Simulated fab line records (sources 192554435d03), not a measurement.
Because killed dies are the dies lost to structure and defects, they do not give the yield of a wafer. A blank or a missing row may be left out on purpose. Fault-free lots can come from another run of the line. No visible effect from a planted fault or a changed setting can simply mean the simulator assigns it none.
A struck lot beside a sound one / flow n5_finfet / 13 steps out of a route of 1938
Sound: wafers L274.1, L274.4, L274.6. Wafers struck: L285.2, L285.4, L285.6. Last of all comes the cause.
At each step with rows: each side's tool, then ch and its chambers, then its first start. Under that, the readings that differ: sound wafers / struck wafers / difference of the means / sigmas: that difference in standard deviations of wafers without a fault.
alike: a reading whose means differ by less than 2 such deviations, as well as words and numbers matching on both sides. not compared: withheld readings; readings where some wafer has no value; bounds like >300 that might hide an equal value; numbers whose values overlap and for which the record gives no deviation.
Wherever a step has rows on one side only, a row that says differs or no value, or a row with sigmas, the two part there. Non-overlapping numbers with no deviation appear without sigmas and do not part them. Lack of a reading on every wafer of one side parts them only where that side has two or more wafers.

first, 9 steps without rows for these wafers: N5_BEOL_M3_DEVELOP_27 (develop time 30 s); N5_BEOL_M3_DESCUM_33 (chemistry O2, time 7 s); N5_BEOL_M3_ETCH_77 (etches underlayer in N2/H2, target depth 6.5 nm, time 5.2 s); N5_BEOL_M3_ETCH_69 (etches SiARC in CF4, target depth 15.6 nm, time 26 s); N5_BEOL_M3_ALD_98 (deposits SiO2, target thk 2.5 nm, pulse time 1 s, co reactant pulse time 1 s); N5_BEOL_M3_ETCHBACK_99 (etches SiO2 in CHF3, target depth 5 nm, time 10.4 s); N5_BEOL_M3_ETCH_70 (etches SOC in N2/H2, target depth 80 nm, overetch 16 nm, time 120 s); N5_BEOL_M3_STRIP_71 (strips in N2/H2); N5_BEOL_M3_STRIP_78 (strips in N2/H2).
N5_BEOL_M3_VIA_ETCH_34: etches the open film in C4F6/O2, target depth 69.4 nm, time 65.9 s.
  sound on rie_diel-04 ch 0,1,3, day 7 16:21; struck on rie_diel-04 ch 0,3, day 11 23:53
  no value came back on the struck wafers for any of 9 readings (C4F6_flow_sccm (sccm), O2_flow_sccm (sccm) and others); on the sound wafers C4F6_flow_sccm (sccm) reads 10.000 10.009 9.966
reading=model.SOC_of_BEOL_M3_COAT_67.thk_nm (nm); sound=52.2 52 52.2; struck=60 60.2 60; difference=+8; sigmas=
reading=model.SiARC_of_BEOL_M3_COAT_68.thk_nm (nm); sound=0 0 0; struck=6.2 6.4 6.4; difference=+6.3; sigmas=
  not compared: rf_hours_counter_h
then, 1 step without rows for these wafers: N5_BEOL_M3_STRIP_83 (strips in C4F6/O2).
N5_BEOL_M4_RC_MEAS_101:
  the record has rows for the sound wafers here (prober-02 ch 0, day 9 11:40) and none for the struck ones
-- the record jumps here: 5 days lie between the struck wafers' starts before and after (it left off in module BEOL_M4 and takes up again in module PASSIVATION, whose first step shown is number 1936 of the route) --
N5_PASSIVATION_PROBE_49:
  record: rows for the struck wafers here (prober-02, day 17 01:15), none for the sound ones

## WHERE THEY PART
At N5_BEOL_M3_VIA_ETCH_34 first; at N5_PASSIVATION_PROBE_49 last (within this record only).

WHY: what the simulator had put in
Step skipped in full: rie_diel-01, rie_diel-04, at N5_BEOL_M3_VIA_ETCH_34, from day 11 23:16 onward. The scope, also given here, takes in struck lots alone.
